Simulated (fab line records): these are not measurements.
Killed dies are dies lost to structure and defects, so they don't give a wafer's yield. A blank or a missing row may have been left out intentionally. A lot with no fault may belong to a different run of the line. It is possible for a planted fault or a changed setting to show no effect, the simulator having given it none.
Comparing a struck lot with a sound one -- flow nand harc -- 14 steps out of a route of 1159
Sound: wafers L123.3, L123.4, L123.6. Struck: wafers L116.1, L116.2, L116.4. The cause comes at the end.
Order at every step that has rows: each side's tool, ch and its chambers, its first start. Under that, the readings that differ: sound wafers -- struck wafers -- difference of the means -- sigmas: that difference in standard deviations of wafers without a fault.
alike: a reading whose means differ by less than 2 such deviations, as well as words and numbers matching on both sides. not compared: withheld readings; readings where some wafer has no value; bounds like >300 that might hide an equal value; numbers whose values overlap and for which the record gives no deviation.
The two part at a step that has a row with sigmas, a row that says differs or no value, or rows on one side only. Numbers that have no deviation but don't overlap get no sigmas and don't part them. A reading missing from all wafers of one side parts the sides only when that side holds two or more wafers.

NHARC_A_ONON_D1_THK_MEAS_30: measures by ellipsometry.
  sound on film metro-01, day 11 19:16; struck on film metro-01, day 9 22:10
  alike: thk nm
NHARC_A_ONON_D1_DEP_33: deposits SiO2, target thk 200 nm.
  sound on pecvd-01 ch 0,1, day 11 19:24; struck on pecvd-04 ch 1,2, day 9 22:16
  alike: heater power w, showerhead vpp V, susceptor temp C, throttle valve pct
NHARC_A_ONON_D1_THK_MEAS_34: measures by ellipsometry.
  sound on film metro-02, day 11 19:44; struck on film metro-02, day 9 22:38
  alike: thk nm
NHARC_A_ONON_D1_INSPECT_32:
  sound on defect inspect-01, day 11 19:49; struck on defect inspect-02, day 9 22:42
  alike: raw defect count
NHARC_A_CHANNEL_HOLE_D1_DEP_00: deposits aC, target thk 3100 nm.
  sound on acl dep-01 ch 0, day 11 23:44; struck on acl dep-02 ch 0, day 9 23:28
  alike: susceptor temp C, throttle valve pct
NHARC_A_CHANNEL_HOLE_D1_DEP_01: deposits SiON, target thk 140 nm.
  sound on pecvd-04 ch 0,2, day 12 01:05; struck on pecvd-04 ch 0,1, day 10 01:43
  alike: heater power w, showerhead vpp V, susceptor temp C
then, 5 steps without rows for these wafers: NHARC_A_CHANNEL_HOLE_D1_DEHYDRATE_02 (time 120 s); NHARC_A_CHANNEL_HOLE_D1_HMDS_03 (time 30 s); NHARC_A_CHANNEL_HOLE_D1_COAT_36 (time 75 s); NHARC_A_CHANNEL_HOLE_D1_COAT_37 (time 65 s); NHARC_A_CHANNEL_HOLE_D1_COAT_04 (resist thk 90 nm).
NHARC_A_CHANNEL_HOLE_D1_SOFTBAKE_05: time 55 s.
  sound on litho track-01 ch 0, day 12 01:00; struck on litho track-06 ch 0, day 10 01:00
reading,sound,struck,difference,sigmas
heater power total W (W),188.43 188.42 188.39,194.60 194.61 194.72,+6.23,+45
  alike: resist line temp C
then, 1 step without rows for these wafers: NHARC_A_CHANNEL_HOLE_D1_EBR_06.
NHARC_END_SORT_01:
  the record has rows for the sound wafers here (prober-02 ch 0, day 25 20:18) and none for the struck ones

== WHERE THEY PART ==
At NHARC_A_CHANNEL_HOLE_D1_SOFTBAKE_05 first; at NHARC_END_SORT_01 last (within this record only).

WHY: what the simulator had put in
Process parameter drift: litho track-06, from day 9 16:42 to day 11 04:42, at NHARC_A_CHANNEL_HOLE_D1_SOFTBAKE_05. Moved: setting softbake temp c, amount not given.
